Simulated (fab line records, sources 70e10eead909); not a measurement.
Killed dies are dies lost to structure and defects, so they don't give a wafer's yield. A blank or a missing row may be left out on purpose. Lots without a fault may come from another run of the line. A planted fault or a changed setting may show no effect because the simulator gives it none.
Which tool did it? | flow nand_harc | 20 lots, 60 wafers sampled, at 6 steps of a route of 1159

WHAT THE GAUGES READ, wafer by wafer
The record holds no reading of a measuring or inspecting step that can be judged against a usual standard deviation.

WHICH TOOL RAN EACH LOT (tool, then ch and the chambers of the sampled wafers, then the start)
lot  | NHARC_A_STAIRCASE_DESCUM_11        | NHARC_A_STAIRCASE_TRIM_20          | NHARC_A_STAIRCASE_TRIM_189                    | NHARC_A_STAIRCASE_TRIM_196         | NHARC_A_STAIRCASE_DESCUM_219       | NHARC_A_STAIRCASE_TRIM_235
L076 | rie_diel-08 ch 0,1, day 11 12:37   | rie_diel-08 ch 1,2,3, day 11 13:45 | rie_diel-01 ch 0,1, day 11 17:22 or earlier   | rie_diel-01 ch 1,2, day 11 17:22   | rie_diel-08 ch 2,3, day 11 20:22   | rie_diel-01 ch 0,1,3, no start
L074 | rie_diel-07 ch 0,1,2, day 11 12:56 | rie_diel-01 ch 0,1,3, day 11 14:02 | rie_diel-08 ch 0,2, day 11 18:54 or earlier   | rie_diel-07 ch 0,2,3, day 11 18:54 | rie_diel-08 ch 0,2,3, day 11 21:31 | rie_diel-08 ch 1,2,3, no start
L075 | rie_diel-08 ch 0,1,2, day 11 15:08 | rie_diel-07 ch 1,2,3, day 11 16:34 | rie_diel-01 ch 0,1, day 11 20:16 or earlier   | rie_diel-01 ch 1,2,3, day 11 20:16 | rie_diel-01 ch 0,3, day 11 22:54   | rie_diel-08 ch 0,1,3, no start
L079 | rie_diel-01 ch 0,1,2, day 11 19:48 | rie_diel-08 ch 1,2, day 11 21:06   | rie_diel-08 ch 1,2,3, day 12 02:27 or earlier | rie_diel-01 ch 0,3, day 12 02:27   | rie_diel-08 ch 0,3, day 12 05:14   | rie_diel-01 ch 0,1, no start
L078 | rie_diel-07 ch 1,2,3, day 11 20:16 | rie_diel-07 ch 1,2,3, day 11 21:29 | rie_diel-08 ch 0,1,3, day 12 03:23 or earlier | rie_diel-01 ch 0,1,3, day 12 03:23 | rie_diel-08 ch 0,1,3, day 12 07:01 | rie_diel-08 ch 0,1,2, no start
L080 | rie_diel-01 ch 0,1,2, day 12 03:07 | rie_diel-01 ch 1,2,3, day 12 04:26 | rie_diel-07 ch 1,2, day 12 09:13 or earlier   | rie_diel-08 ch 0,1,3, day 12 09:13 | rie_diel-08 ch 1,2,3, day 12 12:29 | rie_diel-07 ch 0,2,3, no start
L081 | rie_diel-07 ch 0,1,3, day 12 03:21 | rie_diel-07 ch 0,1,3, day 12 04:39 | rie_diel-08 ch 0,3, day 12 09:02 or earlier   | rie_diel-08 ch 0,3, day 12 09:02   | rie_diel-07 ch 1,2, day 12 12:20   | rie_diel-08 ch 1,2,3, no start
L084 | rie_diel-08 ch 2,3, day 13 11:26   | rie_diel-01 ch 1,3, day 13 12:34   | rie_diel-01 ch 0,1,3, day 13 16:22 or earlier | rie_diel-07 ch 0,2, day 13 16:22   | rie_diel-07 ch 1,2,3, day 13 19:18 | rie_diel-07 ch 1,3, no start
L083 | rie_diel-07 ch 0,1,2, day 13 15:16 | rie_diel-07 ch 0,1,2, day 13 16:31 | rie_diel-07 ch 1,2, day 13 21:22 or earlier   | rie_diel-07 ch 0,2, day 13 21:22   | rie_diel-08 ch 0,2, day 14 01:14   | rie_diel-08 ch 0,1,2, no start
L086 | rie_diel-01 ch 0,3, day 13 19:16   | rie_diel-07 ch 1,2, day 13 20:34   | rie_diel-08 ch 1,2,3, day 14 01:10 or earlier | rie_diel-08 ch 0,2,3, day 14 01:10 | rie_diel-07 ch 2,3, day 14 03:41   | rie_diel-07 ch 0,2,3, no start
L088 | rie_diel-01 ch 1,2, day 13 19:28   | rie_diel-07 ch 0,1, day 13 20:49   | rie_diel-07 ch 0,1,2, day 14 02:06 or earlier | rie_diel-01 ch 0,1,3, day 14 02:06 | rie_diel-07 ch 0,2, day 14 04:36   | rie_diel-07 ch 1,3, no start
L085 | rie_diel-01 ch 0,1,3, day 13 23:15 | rie_diel-07 ch 1,2,3, day 14 00:23 | rie_diel-07 ch 2,3, day 14 04:14 or earlier   | rie_diel-08 ch 2,3, day 14 04:14   | rie_diel-08 ch 0,1,2, day 14 10:50 | rie_diel-01 ch 0,2, no start
L087 | rie_diel-07 ch 1,2, day 14 14:35   | rie_diel-07 ch 1,3, day 14 15:52   | rie_diel-07 ch 0,1,2, day 14 22:17 or earlier | rie_diel-08 ch 0,1,2, day 14 22:17 | rie_diel-01 ch 1,2,3, day 15 00:52 | rie_diel-01 ch 0,1,2, no start
L089 | rie_diel-01 ch 1,2, day 14 14:56   | rie_diel-07 ch 1,2,3, day 14 16:08 | rie_diel-01 ch 0,1, day 14 21:58 or earlier   | rie_diel-01 ch 0,1,3, day 14 21:58 | rie_diel-08 ch 1,2, day 15 00:30   | rie_diel-08 ch 0,2,3, no start
L090 | rie_diel-08 ch 0,2,3, day 15 02:58 | rie_diel-08 ch 0,1, day 15 04:13   | rie_diel-08 ch 2,3, day 15 07:49 or earlier   | rie_diel-08 ch 0,1,3, day 15 07:49 | rie_diel-07 ch 0,1,3, day 15 10:23 | rie_diel-01 ch 0,1,3, no start
L091 | rie_diel-07 ch 0,1,3, day 15 13:11 | rie_diel-01 ch 0,1,2, day 15 14:18 | rie_diel-08 ch 0,2, day 15 18:34 or earlier   | rie_diel-01 ch 1,2,3, day 15 18:34 | rie_diel-01 ch 0,1,2, day 15 21:30 | rie_diel-08 ch 0,3, no start
L092 | rie_diel-01 ch 0,2,3, day 15 13:35 | rie_diel-01 ch 0,3, day 15 14:47   | rie_diel-08 ch 0,2,3, day 15 18:53 or earlier | rie_diel-08 ch 0,2,3, day 15 18:53 | rie_diel-07 ch 2,3, day 15 21:47   | rie_diel-01 ch 1,2, no start
L095 | rie_diel-08 ch 1,2,3, day 16 08:06 | rie_diel-08 ch 0,1,3, day 16 09:13 | rie_diel-01 ch 0,2,3, day 16 14:10 or earlier | rie_diel-01 ch 0,2,3, day 16 14:10 | rie_diel-08 ch 0,2,3, day 16 17:01 | rie_diel-08 ch 0,1,3, no start
L096 | rie_diel-08 ch 0,3, day 16 11:10   | rie_diel-07 ch 1,2, day 16 16:01   | rie_diel-01 ch 1,3, day 16 20:09 or earlier   | rie_diel-01 ch 0,1,2, day 16 20:09 | rie_diel-01 ch 1,2,3, day 16 22:39 | rie_diel-08 ch 0,3, no start
L097 | rie_diel-07 ch 0,1,3, day 16 17:18 | rie_diel-07 ch 0,2,3, day 16 18:29 | rie_diel-07 ch 0,1,2, day 16 22:08 or earlier | rie_diel-07 ch 0,1,3, day 16 22:08 | rie_diel-01 ch 1,2,3, day 17 00:35 | rie_diel-01 ch 0,2,3, no start
- NHARC_A_STAIRCASE_DESCUM_11: chemistry O2, time 3 s.
- NHARC_A_STAIRCASE_TRIM_20: chemistry O2, time 211.2 s.
- NHARC_A_STAIRCASE_TRIM_189: chemistry O2, time 211.2 s.
- NHARC_A_STAIRCASE_TRIM_196: chemistry O2, time 211.2 s.
- NHARC_A_STAIRCASE_DESCUM_219: chemistry O2, time 3 s.
- NHARC_A_STAIRCASE_TRIM_235: chemistry O2, time 211.2 s.

WHAT THE TOOLS THEMSELVES READ (means of the sampled wafers that have a number; where no wafer has one, the mark that the record gives instead)
NHARC_A_STAIRCASE_DESCUM_11.
lot  | tool        | drypump_motor_current_A (A) | oes_product_au (a.u.) | rf_vpp_V (V) | showerhead_plenum_p_Torr (Torr) | throttle_valve_pct (%)
L076 | rie_diel-08 | 5.6                         | 1.002                 | 57.9         | 1.86                            | 11.309
L074 | rie_diel-07 | 5.8                         | 1.015                 | 58.2         | 1.96                            | 11.314
L075 | rie_diel-08 | 5.8                         | 0.998                 | 56.3         | 1.84                            | 11.326
L079 | rie_diel-01 | 5.9                         | 1.005                 | 57.3         | 1.86                            | 11.319
L078 | rie_diel-07 | 5.6                         | 1.007                 | 57.9         | 1.91                            | 11.322
L080 | rie_diel-01 | 5.9                         | 1.004                 | 57.7         | 1.86                            | 11.311
L081 | rie_diel-07 | 5.5                         | 1.008                 | 57.5         | 1.95                            | 11.300
L084 | rie_diel-08 | 5.7                         | 0.992                 | 58.2         | 1.81                            | 11.310
L083 | rie_diel-07 | 5.8                         | 1.011                 | 58.0         | 1.96                            | 11.305
L086 | rie_diel-01 | 6.3                         | 0.996                 | 56.9         | 1.81                            | 11.307
L088 | rie_diel-01 | 5.7                         | 1.000                 | 58.4         | 1.91                            | 11.299
L085 | rie_diel-01 | 5.7                         | 1.012                 | 56.8         | 1.82                            | 11.302
L087 | rie_diel-07 | 5.7                         | 1.004                 | 57.1         | 1.90                            | 11.319
L089 | rie_diel-01 | 5.4                         | 0.996                 | 57.6         | 1.86                            | 11.308
L090 | rie_diel-08 | 5.8                         | 0.998                 | 58.0         | 1.80                            | 11.305
L091 | rie_diel-07 | 5.5                         | 1.002                 | 58.1         | 1.94                            | 11.326
L092 | rie_diel-01 | 6.0                         | 0.996                 | 57.1         | 1.87                            | 11.305
L095 | rie_diel-08 | 5.7                         | 0.991                 | 57.7         | 1.83                            | 11.311
L096 | rie_diel-08 | 5.6                         | 1.005                 | 57.4         | 1.79                            | 11.307
L097 | rie_diel-07 | 5.6                         | 1.005                 | 58.0         | 1.94                            | 11.319

NHARC_A_STAIRCASE_TRIM_20.
lot  | tool        | drypump_motor_current_A (A) | oes_product_au (a.u.) | rf_vpp_V (V) | showerhead_plenum_p_Torr (Torr) | throttle_valve_pct (%)
L076 | rie_diel-08 | 5.7                         | 1.005                 | 57.8         | 3.40                            | 17.041
L074 | rie_diel-01 | 5.7                         | 0.999                 | 57.9         | 3.38                            | 17.039
L075 | rie_diel-07 | 5.7                         | 0.993                 | 56.9         | 3.52                            | 17.039
L079 | rie_diel-08 | 5.7                         | 1.000                 | 57.4         | 3.46                            | 17.036
L078 | rie_diel-07 | 5.6                         | 0.999                 | 57.4         | 3.52                            | 17.044
L080 | rie_diel-01 | 5.5                         | 0.994                 | 57.2         | 3.48                            | 17.028
L081 | rie_diel-07 | 5.6                         | 1.001                 | 58.4         | 3.59                            | 17.033
L084 | rie_diel-01 | 5.2                         | 0.999                 | 57.6         | 3.39                            | 17.032
L083 | rie_diel-07 | 5.8                         | 1.007                 | 57.0         | 3.60                            | 17.034
L086 | rie_diel-07 | 5.9                         | 1.012                 | 57.0         | 3.53                            | 17.036
L088 | rie_diel-07 | 5.8                         | 1.005                 | 58.7         | 3.67                            | 17.027
L085 | rie_diel-07 | 5.6                         | 1.001                 | 57.3         | 3.51                            | 17.035
L087 | rie_diel-07 | 5.4                         | 0.998                 | 57.9         | 3.49                            | 17.039
L089 | rie_diel-07 | 5.6                         | 1.009                 | 57.8         | 3.51                            | 17.035
L090 | rie_diel-08 | 5.7                         | 0.998                 | 57.3         | 3.37                            | 17.037
L091 | rie_diel-01 | 5.9                         | 1.002                 | 57.3         | 3.41                            | 17.041
L092 | rie_diel-01 | 6.3                         | 1.004                 | 57.2         | 3.35                            | 17.031
L095 | rie_diel-08 | 5.6                         | 1.000                 | 56.8         | 3.37                            | 17.038
L096 | rie_diel-07 | 5.8                         | 1.001                 | 59.3         | 3.52                            | 17.036
L097 | rie_diel-07 | 5.7                         | 1.006                 | 57.5         | 3.58                            | 17.048

NHARC_A_STAIRCASE_TRIM_189.
lot  | tool        | drypump_motor_current_A (A) | oes_product_au (a.u.) | rf_vpp_V (V) | showerhead_plenum_p_Torr (Torr) | throttle_valve_pct (%)
L076 | rie_diel-01 | 5.6                         | 1.009                 | 57.8         | 3.34                            | 17.029
L074 | rie_diel-08 | 5.8                         | 1.002                 | 57.6         | 3.36                            | 17.032
L075 | rie_diel-01 | 6.2                         | 1.008                 | 57.6         | 3.33                            | 17.041
L079 | rie_diel-08 | 5.7                         | 0.991                 | 57.4         | 3.40                            | 17.044
L078 | rie_diel-08 | 5.6                         | 1.002                 | 57.4         | 3.38                            | 17.035
L080 | rie_diel-07 | 5.9                         | 1.010                 | 57.8         | 3.54                            | 17.031
L081 | rie_diel-08 | 5.6                         | 1.007                 | 57.5         | 3.33                            | 17.040
L084 | rie_diel-01 | 5.7                         | 0.997                 | 57.2         | 3.37                            | 17.028
L083 | rie_diel-07 | 5.7                         | 1.011                 | 57.8         | 3.52                            | 17.030
L086 | rie_diel-08 | 5.7                         | 1.002                 | 58.1         | 3.40                            | 17.045
L088 | rie_diel-07 | 5.8                         | 1.005                 | 57.4         | 3.60                            | 17.034
L085 | rie_diel-07 | 5.7                         | 0.999                 | 58.1         | 3.53                            | 17.032
L087 | rie_diel-07 | 5.8                         | 1.001                 | 57.3         | 3.59                            | 17.034
L089 | rie_diel-01 | 5.7                         | 1.003                 | 57.1         | 3.33                            | 17.032
L090 | rie_diel-08 | 5.8                         | 0.997                 | 57.9         | 3.36                            | 17.040
L091 | rie_diel-08 | 5.9                         | 0.998                 | 57.5         | 3.34                            | 17.033
L092 | rie_diel-08 | 5.8                         | 0.998                 | 57.7         | 3.34                            | 17.038
L095 | rie_diel-01 | 6.0                         | 1.005                 | 57.6         | 3.45                            | 17.036
L096 | rie_diel-01 | 5.3                         | 0.999                 | 57.7         | 3.42                            | 17.049
L097 | rie_diel-07 | 5.8                         | 1.003                 | 57.3         | 3.58                            | 17.032

NHARC_A_STAIRCASE_TRIM_196.
lot  | tool        | drypump_motor_current_A (A) | oes_product_au (a.u.) | rf_vpp_V (V) | showerhead_plenum_p_Torr (Torr) | throttle_valve_pct (%)
L076 | rie_diel-01 | 5.4                         | 1.005                 | 57.3         | 3.45                            | 17.026
L074 | rie_diel-07 | 5.7                         | 1.004                 | 57.8         | 3.61                            | 17.042
L075 | rie_diel-01 | 5.5                         | 0.994                 | 57.3         | 3.49                            | 17.032
L079 | rie_diel-01 | 5.8                         | 0.997                 | 56.7         | 3.42                            | 17.034
L078 | rie_diel-01 | 5.7                         | 1.003                 | 57.3         | 3.38                            | 17.037
L080 | rie_diel-08 | 5.6                         | 1.006                 | 57.0         | 3.38                            | 17.039
L081 | rie_diel-08 | 5.7                         | 1.007                 | 57.5         | 3.33                            | 17.036
L084 | rie_diel-07 | 5.9                         | 1.014                 | 58.0         | 3.62                            | 17.039
L083 | rie_diel-07 | 5.9                         | 0.998                 | 58.1         | 3.62                            | 17.039
L086 | rie_diel-08 | 5.8                         | 1.000                 | 57.3         | 3.35                            | 17.035
L088 | rie_diel-01 | 5.7                         | 1.003                 | 57.1         | 3.37                            | 17.033
L085 | rie_diel-08 | 5.9                         | 1.001                 | 57.8         | 3.36                            | 17.033
L087 | rie_diel-08 | 5.7                         | 0.995                 | 58.0         | 3.39                            | 17.040
L089 | rie_diel-01 | 5.7                         | 0.995                 | 57.7         | 3.37                            | 17.040
L090 | rie_diel-08 | 5.6                         | 0.996                 | 57.0         | 3.37                            | 17.030
L091 | rie_diel-01 | 5.5                         | 1.000                 | 57.8         | 3.47                            | 17.027
L092 | rie_diel-08 | 5.8                         | 0.992                 | 57.0         | 3.34                            | 17.033
L095 | rie_diel-01 | 6.0                         | 1.004                 | 56.4         | 3.45                            | 17.047
L096 | rie_diel-01 | 5.9                         | 0.999                 | 57.4         | 3.41                            | 17.045
L097 | rie_diel-07 | 5.6                         | 1.008                 | 57.7         | 3.56                            | 17.035

NHARC_A_STAIRCASE_DESCUM_219.
lot  | tool        | drypump_motor_current_A (A) | oes_product_au (a.u.) | rf_vpp_V (V) | showerhead_plenum_p_Torr (Torr) | throttle_valve_pct (%)
L076 | rie_diel-08 | 5.7                         | 0.994                 | 56.5         | 1.81                            | 11.305
L074 | rie_diel-08 | 5.8                         | 1.000                 | 58.1         | 1.81                            | 11.319
L075 | rie_diel-01 | 5.8                         | 0.992                 | 57.7         | 1.86                            | 11.312
L079 | rie_diel-08 | 5.7                         | 1.011                 | 57.4         | 1.80                            | 11.314
L078 | rie_diel-08 | 5.6                         | 1.007                 | 57.2         | 1.83                            | 11.308
L080 | rie_diel-08 | 5.6                         | 1.005                 | 57.6         | 1.84                            | 11.313
L081 | rie_diel-07 | 5.7                         | 1.012                 | 56.6         | 1.91                            | 11.306
L084 | rie_diel-07 | 5.6                         | 1.008                 | 57.6         | 1.91                            | 11.315
L083 | rie_diel-08 | 5.9                         | 1.001                 | 57.0         | 1.82                            | 11.309
L086 | rie_diel-07 | 5.7                         | 0.999                 | 57.7         | 1.92                            | 11.309
L088 | rie_diel-07 | 5.8                         | 1.011                 | 57.9         | 2.01                            | 11.303
L085 | rie_diel-08 | 5.7                         | 1.003                 | 57.9         | 1.84                            | 11.303
L087 | rie_diel-01 | 5.5                         | 1.000                 | 57.5         | 1.88                            | 11.317
L089 | rie_diel-08 | 5.8                         | 0.992                 | 58.6         | 1.85                            | 11.321
L090 | rie_diel-07 | 5.6                         | 1.000                 | 56.8         | 1.94                            | 11.306
L091 | rie_diel-01 | 5.9                         | 1.006                 | 56.9         | 1.85                            | 11.309
L092 | rie_diel-07 | 5.5                         | 0.994                 | 56.9         | 1.90                            | 11.317
L095 | rie_diel-08 | 5.8                         | 0.996                 | 57.4         | 1.80                            | 11.313
L096 | rie_diel-01 | 5.5                         | 0.997                 | 57.7         | 1.88                            | 11.308
L097 | rie_diel-01 | 5.5                         | 0.995                 | 57.4         | 1.88                            | 11.317

NHARC_A_STAIRCASE_TRIM_235.
lot  | tool        | drypump_motor_current_A (A) | oes_product_au (a.u.) | rf_vpp_V (V) | showerhead_plenum_p_Torr (Torr) | throttle_valve_pct (%)
L076 | rie_diel-01 | 5.7                         | 1.002                 | 57.5         | 3.38                            | 17.040
L074 | rie_diel-08 | 5.7                         | 1.005                 | 57.7         | 3.40                            | 17.035
L075 | rie_diel-08 | 5.6                         | 1.013                 | 57.9         | 3.38                            | 17.035
L079 | rie_diel-01 | 6.2                         | 1.016                 | 58.0         | 3.32                            | 17.038
L078 | rie_diel-08 | 5.7                         | 1.006                 | 57.4         | 3.40                            | 17.033
L080 | rie_diel-07 | 5.7                         | 1.004                 | 57.6         | 3.61                            | 17.043
L081 | rie_diel-08 | 5.7                         | 0.999                 | 57.5         | 3.40                            | 17.036
L084 | rie_diel-07 | 5.5                         | 1.006                 | 57.3         | 3.50                            | 17.040
L083 | rie_diel-08 | 5.8                         | 1.007                 | 56.9         | 3.40                            | 17.022
L086 | rie_diel-07 | 5.7                         | 1.008                 | 57.7         | 3.60                            | 17.026
L088 | rie_diel-07 | 5.5                         | 1.010                 | 58.7         | 3.50                            | 17.036
L085 | rie_diel-01 | 6.5                         | 1.006                 | 57.1         | 3.40                            | 17.040
L087 | rie_diel-01 | 5.9                         | 0.998                 | 57.4         | 3.42                            | 17.033
L089 | rie_diel-08 | 5.8                         | 1.003                 | 57.0         | 3.34                            | 17.031
L090 | rie_diel-01 | 5.7                         | 1.007                 | 57.7         | 3.36                            | 17.035
L091 | rie_diel-08 | 5.6                         | 0.997                 | 57.8         | 3.32                            | 17.036
L092 | rie_diel-01 | 5.4                         | 0.994                 | 57.1         | 3.43                            | 17.036
L095 | rie_diel-08 | 5.6                         | 1.004                 | 57.1         | 3.36                            | 17.037
L096 | rie_diel-08 | 5.7                         | 0.997                 | 57.3         | 3.31                            | 17.028
L097 | rie_diel-01 | 6.0                         | 0.996                 | 57.0         | 3.45                            | 17.034

THE ANSWER, worked out from the rows above alone
Rule: what is usual is taken from the lots themselves. Put in order of their means at a reading, lots are off if they are a third of the lots or fewer, leave a main group of 4 or more, and stand apart from it by a gap of 3 or more times the standard deviation of the main group's means; of several such gaps the widest counts. A main group whose means are all the same, to the digits that the tables above print for the reading, isn't used. A lot without any number at a reading at which 4 lots or more have one is off too. The other lots that the step has rows for count as sound. The gauges are gone through in route order, then the tools' own readings, and for those a lot's mean is taken as printed above. The first step at which some lot is off is used, and at that step the reading that is off furthest; a lot without a number counts as furthest.
No lot is off at any reading shown: from this, nothing can be told.

WHAT THE SIMULATOR HAD PUT IN
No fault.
